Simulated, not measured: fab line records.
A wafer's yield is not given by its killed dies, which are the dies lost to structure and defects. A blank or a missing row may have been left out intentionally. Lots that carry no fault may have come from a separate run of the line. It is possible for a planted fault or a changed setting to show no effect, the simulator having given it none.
Which of the tools did it? ; flow n5Finfet ; 11 lots, 31 wafers sampled, at 2 steps of a route of 1938

WHAT THE GAUGES READ, wafer by wafer
N5_BEOL_M11_CD_MEAS_35: the cd target is 70 nm.
lot;measured;on;cdNm (nm)
L817;day 10 09:50;cdSem-01;70.8 71.2 69.5
L818;day 10 22:34;cdSem-02;69.5 70.5 70.0
L820;day 11 16:24;cdSem-01;69.4 70.1 68.4
L822;day 11 21:13;cdSem-02;71.3 70.1 69.2
L823;day 12 07:58;cdSem-03;69.9 71.6 71.0
L824;day 12 17:34;cdSem-01;70.2 70.3 70.2
L828;day 13 15:10;cdSem-02;69.8 71.5 70.4
L832;day 14 18:04;cdSem-01;68.9 70.7
L831;day 15 04:10;cdSem-02;71.6 71.5 71.4
L834;day 15 04:26;cdSem-03;69.0 70.5
L833;day 15 11:56;cdSem-02;69.4 68.7 69.3

TOOL THAT RAN EACH LOT (tool first, then ch and the chambers of the sampled wafers, then the start)
lot;N5_BEOL_M11_PECVD_70
L817;pecvd-01 ch 1,2, day 10 05:28
L818;pecvd-04 ch 0,1, day 10 18:16
L820;pecvd-02 ch 1,2, day 11 10:20
L822;pecvd-01 ch 0,1,2, day 11 15:34
L823;pecvd-02 ch 0,1,2, day 12 05:08
L824;pecvd-04 ch 0,1, day 12 12:43
L828;pecvd-02 ch 0,2, day 13 12:07
L832;pecvd-01 ch 1,2, day 14 14:38
L831;pecvd-02 ch 0,2, day 15 00:28
L834;pecvd-01 ch 0,2, day 15 00:34
L833;pecvd-01 ch 1,2, day 15 06:28
- N5_BEOL_M11_PECVD_70: deposits SiO2 from TEOS/O2, target thk 20 nm, time 22.7 s.

THE ANSWER, worked out from the rows above alone
Rule: the usual values come from the lots themselves. The widest of any qualifying gaps counts: lots, ordered by their means at a reading, are off when they make up no more than a third of the lots, leave a main group of 4 or more, and stand apart from it by 3 or more times the standard deviation of that group's means. A main group is skipped when, at the precision printed for the reading in the tables above, its means are all equal. Also off: a lot with no number at a reading for which 4 or more lots have one. Where the step has rows for the other lots, those lots are counted as sound.
None of the lots is off at any reading shown; this tells nothing.

WHAT THE SIMULATOR PUT IN
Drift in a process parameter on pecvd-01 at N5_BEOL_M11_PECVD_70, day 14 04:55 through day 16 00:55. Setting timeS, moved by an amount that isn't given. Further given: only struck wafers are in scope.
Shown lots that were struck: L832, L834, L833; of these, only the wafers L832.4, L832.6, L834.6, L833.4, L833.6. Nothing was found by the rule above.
